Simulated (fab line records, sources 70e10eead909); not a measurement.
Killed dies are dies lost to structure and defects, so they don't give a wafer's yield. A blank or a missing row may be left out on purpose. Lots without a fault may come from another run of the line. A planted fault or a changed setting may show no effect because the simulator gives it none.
Which tool did it? | flow nand_harc | 12 lots, 36 wafers sampled, at 5 steps of a route of 1159

WHAT THE GAUGES READ, wafer by wafer
NHARC_P_CONTACT_INSPECT_27.
lot  | measured     | on                | raw_defect_count
L384 | day 5 19:01  | defect_inspect-02 | 430 554 543
L385 | day 6 15:45  | defect_inspect-01 | 536 209 174
L386 | day 6 15:59  | defect_inspect-01 | 255 408 309
L393 | day 8 12:29  | defect_inspect-01 | 175 143 267
L395 | day 9 17:52  | defect_inspect-01 | 276 225 170
L398 | day 9 22:19  | defect_inspect-01 | 211 338 299
L399 | day 10 01:43 | defect_inspect-01 | 132 130 145
L401 | day 10 04:36 | defect_inspect-01 | 459 292 223
L402 | day 10 11:42 | defect_inspect-01 | 266 279 211
L404 | day 11 05:04 | defect_inspect-01 | 335 216 164
L405 | day 11 05:33 | defect_inspect-01 | 251 345 307
L406 | day 11 14:59 | defect_inspect-01 | 399 306 350

NHARC_END_SORT_01.
lot  | measured     | on        | defect_limited_yield (%) | killed_at_array | killed_at_other | killed_at_periphery | killed_dies | killed_open | killed_short | sort_bin_2_pct (%) | sort_bin_3_pct (%) | sort_bin_4_pct (%) | sort_n_pass | sort_rim_yield_pct (%) | sort_yield_pct (%)
L385 | day 19 21:18 | prober-02 | 0 0 0                    | 27 27 28        | 1 0 0           | 649 650 649         | 677 677 677 | 3 5 2       | 3 1 4        | 96.9 97.5 97.0     | 0 0.30 0.15        | 3.1 2.2 2.8        | 0 0 0       | 0 0 0                  | 0 0 0
L386 | day 19 13:31 | prober-01 | 0 0 0                    | 21 26 18        | 0 0 0           | 656 651 659         | 677 677 677 | 2 4 2       | 4 5 1        | 96.5 97.0 97.9     | 0 0.15 0           | 3.5 2.8 2.1        | 0 0 0       | 0 0 0                  | 0 0 0
L395 | day 25 06:18 | prober-01 | 0 0 0                    | 33 35 29        | 3 5 1           | 641 637 647         | 677 677 677 | 4 3 3       | 2 2 2        | 95.4 94.8 95.7     | 1.18 0.44 0.15     | 3.4 4.7 4.1        | 0 0 0       | 0 0 0                  | 0 0 0
L398 | day 24 07:22 | prober-01 | 96.9 96.9 98.1           | 16 14 13        | 0 1 0           | 5 6 0               | 21 21 13    | 3 6 2       | 2 2 1        | 0.4 1.3 0.1        | 0 0.15 0.15        | 2.7 1.6 1.6        | 656 656 664 | 98.1 98.1 100.0        | 96.9 96.9 98.1

WHICH TOOL RAN EACH LOT (tool, then ch and the chambers of the sampled wafers, then the start)
lot  | NHARC_P_CONTACT_CMP_24        | NHARC_P_M0_DEP_00               | NHARC_P_M0_ETCH_34
L384 | cmp-02 ch 0,2,3, day 5 18:36  | pecvd-01 ch 0,1,2, day 5 19:04  | rie_diel-05 ch 1,2,3, day 5 20:11
L385 | cmp-02 ch 0,2,3, day 6 15:20  | pecvd-02 ch 0,1,2, day 6 15:49  | rie_diel-04 ch 0,2, day 6 17:35
L386 | cmp-03 ch 0,1, day 6 15:35    | pecvd-01 ch 0,1, day 6 16:03    | rie_diel-10 ch 0,2,3, day 6 17:47
L393 | cmp-03 ch 0,3, day 8 12:06    | pecvd-03 ch 0,1,2, day 8 12:33  | rie_diel-04 ch 0,2,3, day 8 13:40
L395 | cmp-03 ch 1,2, day 9 17:27    | pecvd-03 ch 0,2, day 9 17:55    | rie_diel-10 ch 0,1, day 9 19:41
L398 | cmp-02 ch 1,2, day 9 21:56    | pecvd-02 ch 0,1,2, day 9 22:25  | rie_diel-10 ch 2,3, day 9 23:29
L399 | cmp-01 ch 0,3, day 10 01:20   | pecvd-02 ch 0,1,2, day 10 01:49 | rie_diel-05 ch 0,1,2, day 10 02:53
L401 | cmp-02 ch 0,1,3, day 10 04:13 | pecvd-03 ch 1,2, day 10 04:40   | rie_diel-05 ch 0,2,3, day 10 05:47
L402 | cmp-01 ch 0,2,3, day 10 11:18 | pecvd-02 ch 0,1,2, day 10 11:46 | rie_diel-10 ch 0,1,3, day 10 12:45
L404 | cmp-03 ch 0,3, day 11 04:41   | pecvd-03 ch 0,2, day 11 05:08   | rie_diel-05 ch 0,1,2, day 11 06:16
L405 | cmp-02 ch 0,2,3, day 11 05:10 | pecvd-03 ch 0,1,2, day 11 05:37 | rie_diel-04 ch 0,1,3, day 11 06:45
L406 | cmp-01 ch 0,1,3, day 11 14:35 | pecvd-03 ch 1,2, day 11 15:03   | rie_diel-04 ch 0,1,2, day 11 16:02
- NHARC_P_CONTACT_CMP_24: polishes, t overpolish 30 s, target thk 200 nm.
- NHARC_P_M0_DEP_00: deposits SiOC, target thk 150 nm.
- NHARC_P_M0_ETCH_34: etches the open film in N2/H2, target depth 40 nm, overetch 12 nm, time 43.94 s.

WHAT THE TOOLS THEMSELVES READ (means of the sampled wafers that have a number; where no wafer has one, the mark that the record gives instead)
NHARC_P_CONTACT_CMP_24.
lot  | tool   | motor_current_A (A) | overpolish_run_s (s) | time_to_endpoint_s (s)
L384 | cmp-02 | 11.2                | 29.997               | 40
L385 | cmp-02 | 11.3                | 30.006               | 39
L386 | cmp-03 | 13.7                | 29.994               | 36
L393 | cmp-03 | 14.6                | 30.008               | 37
L395 | cmp-03 | 12.1                | 30.001               | 36
L398 | cmp-02 | 10.3                | 30.006               | 38
L399 | cmp-01 | 11.8                | 30.004               | 41
L401 | cmp-02 | 10.6                | 30.003               | 35
L402 | cmp-01 | 12.1                | 29.993               | 45
L404 | cmp-03 | 14.4                | 29.998               | 36
L405 | cmp-02 | 10.7                | 29.993               | 45
L406 | cmp-01 | 12.8                | 29.995               | 42

NHARC_P_M0_DEP_00.
lot  | tool     | chamber_pressure_Torr (Torr)
L384 | pecvd-01 | 5.007
L385 | pecvd-02 | 4.999
L386 | pecvd-01 | 5.006
L393 | pecvd-03 | 4.998
L395 | pecvd-03 | 5.002
L398 | pecvd-02 | 5.015
L399 | pecvd-02 | 4.995
L401 | pecvd-03 | 5.001
L402 | pecvd-02 | 4.998
L404 | pecvd-03 | 4.998
L405 | pecvd-03 | 5.000
L406 | pecvd-03 | 5.011

NHARC_P_M0_ETCH_34.
lot  | tool        | chamber_pressure_mTorr (mTorr) | drypump_motor_current_A (A) | oes_product_au (a.u.) | rf_vpp_V (V) | showerhead_plenum_p_Torr (Torr) | throttle_valve_pct (%)
L384 | rie_diel-05 | 29.999                         | 5.6                         | 1.014                 | 431.7        | 2.06                            | 14.170
L385 | rie_diel-04 | 29.994                         | 6.3                         | 1.008                 | 429.8        | 2.03                            | 14.165
L386 | rie_diel-10 | 30.005                         | 6.1                         | 1.005                 | 432.3        | 2.11                            | 14.172
L393 | rie_diel-04 | 30.021                         | 6.2                         | 1.004                 | 430.7        | 2.04                            | 14.167
L395 | rie_diel-10 | 30.010                         | 5.6                         | 1.010                 | 432.7        | 2.10                            | 14.173
L398 | rie_diel-10 | 29.970                         | 6.4                         | 1.004                 | 433.3        | 2.14                            | 14.170
L399 | rie_diel-05 | 30.010                         | 6.1                         | 0.998                 | 433.3        | 2.12                            | 14.180
L401 | rie_diel-05 | 29.980                         | 5.9                         | 0.993                 | 430.9        | 2.06                            | 14.176
L402 | rie_diel-10 | 29.995                         | 6.0                         | 1.015                 | 433.4        | 2.13                            | 14.168
L404 | rie_diel-05 | 29.983                         | 6.1                         | 0.993                 | 432.7        | 2.12                            | 14.175
L405 | rie_diel-04 | 30.003                         | 6.1                         | 1.008                 | 430.7        | 2.04                            | 14.166
L406 | rie_diel-04 | 29.976                         | 6.1                         | 1.015                 | 430.3        | 2.03                            | 14.177

THE ANSWER, worked out from the rows above alone
Rule: what is usual is taken from the lots themselves. Put in order of their means at a reading, lots are off if they are a third of the lots or fewer, leave a main group of 4 or more, and stand apart from it by a gap of 3 or more times the standard deviation of the main group's means; of several such gaps the widest counts. A main group whose means are all the same, to the digits that the tables above print for the reading, isn't used. A lot without any number at a reading at which 4 lots or more have one is off too. The other lots that the step has rows for count as sound. The gauges are gone through in route order, then the tools' own readings, and for those a lot's mean is taken as printed above. The first step at which some lot is off is used, and at that step the reading that is off furthest; a lot without a number counts as furthest.
No lot is off at any reading shown: from this, nothing can be told.

WHAT THE SIMULATOR HAD PUT IN
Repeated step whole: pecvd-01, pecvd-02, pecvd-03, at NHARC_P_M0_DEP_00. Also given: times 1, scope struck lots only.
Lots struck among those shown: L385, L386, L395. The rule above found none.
